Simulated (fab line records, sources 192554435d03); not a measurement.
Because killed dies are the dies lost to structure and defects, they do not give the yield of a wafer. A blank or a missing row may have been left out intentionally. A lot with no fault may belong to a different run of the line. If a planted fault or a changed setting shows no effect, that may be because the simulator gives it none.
Which tool was responsible? -- flow n5-finfet -- 24 lots with 72 wafers sampled at 4 steps, on a route of 1938 steps

## WHAT THE GAUGES READ, wafer by wafer
N5_WELL_APT_CD_MEAS_08 targets a cd of 200 nm.
lot,measured,on,cd-nm (nm)
L074,day 1 13:51,cd-sem-01,201.0 194.9 201.4
L075,day 1 19:41,cd-sem-01,200.8 197.3 198.4
L076,day 2 01:55,cd-sem-03,196.8 201.2 200.7
L077,day 2 08:41,cd-sem-01,196.1 196.5 197.3
L078,day 2 14:00,cd-sem-03,197.0 196.7 199.8
L079,day 2 19:34,cd-sem-01,199.5 199.0 197.8
L080,day 3 01:35,cd-sem-01,201.9 201.3 197.9
L081,day 3 07:41,cd-sem-02,200.4 201.5 199.7
L082,day 3 13:53,cd-sem-02,197.4 201.3 197.9
L083,day 3 20:10,cd-sem-02,196.9 198.4 199.9
L084,day 4 01:49,cd-sem-01,200.3 200.7 201.9
L085,day 4 07:35,cd-sem-02,198.7 198.0 201.7
L086,day 4 13:41,cd-sem-01,196.7 197.1 199.5
L087,day 4 19:34,cd-sem-02,198.7 198.8 198.4
L088,day 5 02:04,cd-sem-01,196.1 198.8 200.4
L089,day 5 07:34,cd-sem-03,198.4 201.2 198.8
L090,day 5 13:41,cd-sem-01,200.3 198.8 201.6
L091,day 5 20:05,cd-sem-01,196.4 200.1 200.7
L092,day 6 01:39,cd-sem-03,201.2 197.3 200.4
L093,day 6 07:41,cd-sem-01,195.5 201.8 200.1
L094,day 6 13:35,cd-sem-01,200.8 197.2 198.2
L095,day 6 20:01,cd-sem-02,199.4 196.4 199.4
L096,day 7 01:42,cd-sem-01,198.2 195.9 196.8
L097,day 7 08:23,cd-sem-02,197.0 201.1 200.6

N5_WELL_APT_OVL_MEAS_26.
lot,measured,on,PWELL_OVL (nm)
L074,day 1 15:00,overlay-02,4 -5 5
L075,day 1 20:50,overlay-02,-8 -7 2
L076,day 2 03:04,overlay-02,-1 8 6
L077,day 2 10:07,overlay-02,0 11 10
L078,day 2 15:17,overlay-02,3 1 2
L079,day 2 20:50,overlay-01,5 14 2
L080,day 3 02:46,overlay-02,5 -4 5
L081,day 3 09:23,overlay-02,9 7 6
L082,day 3 15:09,overlay-01,6 10 3
L083,day 3 21:19,overlay-01,7 6 6
L084,day 4 02:58,overlay-01,9 4 6
L085,day 4 08:45,overlay-02,11 14 16
L086,day 4 14:58,overlay-01,-4 0 -4
L087,day 4 20:50,overlay-01,-7 -8 -1
L088,day 5 03:20,overlay-02,0 -1 2
L089,day 5 09:22,overlay-02,6 17 3
L090,day 5 15:36,overlay-01,-6 -3 -2
L091,day 5 21:14,overlay-02,3 7 -3
L092,day 6 03:26,overlay-02,-11 -2 -7
L093,day 6 09:20,overlay-01,-2 -3 -3
L094,day 6 14:53,overlay-01,7 4 3
L095,day 6 21:14,overlay-01,4 8 9
L096,day 7 03:05,overlay-02,-4 2 -4
L097,day 7 09:34,overlay-01,-1 6 6

N5_FIN_SAQP_THK_MEAS_05.
lot,measured,on,thk-nm (nm)
L074,day 1 21:03,film-metro-01,38.0 38.1 38.4
L075,day 2 02:53,film-metro-01,37.4 38.1 37.9
L076,day 2 09:25,film-metro-01,38.0 37.2 37.7
L077,day 2 16:34,film-metro-01,38.2 37.8 37.4
L078,day 2 22:47,film-metro-01,38.1 38.3 38.5
L079,day 3 04:11,film-metro-01,37.5 37.3 37.5
L080,day 3 09:17,film-metro-01,37.7 37.7 38.2
L081,day 3 15:35,film-metro-01,37.6 38.0 38.3
L082,day 3 20:48,film-metro-02,38.1 37.3 38.5
L083,day 4 02:57,film-metro-02,38.0 38.3 38.3
L084,day 4 08:46,film-metro-01,37.6 37.5 38.4
L085,day 4 16:58,film-metro-01,37.5 37.6 38.4
L086,day 5 02:44,film-metro-01,38.2 37.8 37.7
L087,day 5 06:11,film-metro-01,37.8 38.8 38.6
L088,day 5 10:39,film-metro-01,37.2 38.0 38.5
L089,day 5 17:17,film-metro-02,38.4 38.5 38.6
L090,day 5 22:33,film-metro-01,38.2 38.6 38.5
L091,day 6 03:20,film-metro-01,38.1 37.3 38.7
L092,day 6 08:58,film-metro-02,37.9 38.4 38.0
L093,day 6 16:29,film-metro-02,38.1 38.1 38.3
L094,day 6 20:30,film-metro-01,37.6 37.8 37.9
L095,day 7 02:53,film-metro-02,38.5 38.3 38.5
L096,day 7 08:43,film-metro-02,37.5 37.5 37.8
L097,day 7 15:46,film-metro-02,37.0 37.9 38.1

## TOOL THAT RAN EACH LOT (tool first, then ch and the chambers of the sampled wafers, then the start)
lot,N5_WELL_APT_EPI_41
L074,"epi-rpcvd-04 ch 0, day 1 16:08"
L075,"epi-rpcvd-04 ch 0, day 1 22:16"
L076,"epi-rpcvd-04 ch 0, day 2 04:20"
L077,"epi-rpcvd-01 ch 0, day 2 11:31"
L078,"epi-rpcvd-03 ch 0, day 2 16:22"
L079,"epi-rpcvd-04 ch 0, day 2 22:01"
L080,"epi-rpcvd-01 ch 0, day 3 04:28"
L081,"epi-rpcvd-01 ch 0, day 3 10:36"
L082,"epi-rpcvd-01 ch 0, day 3 16:16"
L083,"epi-rpcvd-01 ch 0, day 3 22:24"
L084,"epi-rpcvd-03 ch 0, day 4 04:07"
L085,"epi-rpcvd-01 ch 0, day 4 09:58"
L086,"epi-rpcvd-03 ch 0, day 4 16:10"
L087,"epi-rpcvd-04 ch 0, day 4 22:13"
L088,"epi-rpcvd-04 ch 0, day 5 04:27"
L089,"epi-rpcvd-04 ch 0, day 5 11:15"
L090,"epi-rpcvd-01 ch 0, day 5 16:46"
L091,"epi-rpcvd-03 ch 0, day 5 22:18"
L092,"epi-rpcvd-04 ch 0, day 6 04:34"
L093,"epi-rpcvd-04 ch 0, day 6 10:45"
L094,"epi-rpcvd-01 ch 0, day 6 16:11"
L095,"epi-rpcvd-03 ch 0, day 6 22:42"
L096,"epi-rpcvd-01 ch 0, day 7 04:26"
L097,"epi-rpcvd-03 ch 0, day 7 10:44"
- N5_WELL_APT_EPI_41: deposits Si from SiH4/H2, target thk 50 nm, time 297.7 s.

## AS READ BY THE TOOLS THEMSELVES (means over the sampled wafers that have a number; for cases with no such wafer, the mark the record gives instead)
N5_WELL_APT_EPI_41.
lot,tool,chamber-pressure-Torr (Torr),throttle-valve-pct (%)
L074,epi-rpcvd-04,20.02,11.38
L075,epi-rpcvd-04,20.06,11.45
L076,epi-rpcvd-04,20.02,11.50
L077,epi-rpcvd-01,19.99,10.88
L078,epi-rpcvd-03,19.96,11.29
L079,epi-rpcvd-04,19.96,11.43
L080,epi-rpcvd-01,19.97,10.92
L081,epi-rpcvd-01,19.97,10.94
L082,epi-rpcvd-01,20.05,10.80
L083,epi-rpcvd-01,20.03,10.89
L084,epi-rpcvd-03,19.95,11.45
L085,epi-rpcvd-01,20.05,11.00
L086,epi-rpcvd-03,20.03,11.43
L087,epi-rpcvd-04,20.03,11.39
L088,epi-rpcvd-04,20.03,11.50
L089,epi-rpcvd-04,19.98,11.36
L090,epi-rpcvd-01,19.99,10.90
L091,epi-rpcvd-03,19.97,11.17
L092,epi-rpcvd-04,20.03,11.49
L093,epi-rpcvd-04,20.03,11.41
L094,epi-rpcvd-01,19.98,11.02
L095,epi-rpcvd-03,20.03,11.44
L096,epi-rpcvd-01,20.00,10.99
L097,epi-rpcvd-03,19.99,11.36

## THE ANSWER, worked out from the rows above alone
Rule: the usual values come from the lots themselves. Put in order of their means at a reading, lots are off if they are a third of the lots or fewer, leave a main group of 4 or more, and stand apart from it by a gap of 3 or more times the standard deviation of the main group's means; of several such gaps the widest counts. A main group whose means are all the same, to the digits that the tables above print for the reading, isn't used. Also off: a lot with no number at a reading for which 4 or more lots have one. Where the step has rows for the other lots, those lots are counted as sound. The gauges are gone through in route order, then the tools' own readings, and for those a lot's mean is taken as printed above. At the first step where some lot is off, the reading lying furthest off is the one used; lots without a number count as furthest.
Across all readings shown, no lot is off: no conclusion can be drawn from this.

## WHAT THE SIMULATOR PUT IN
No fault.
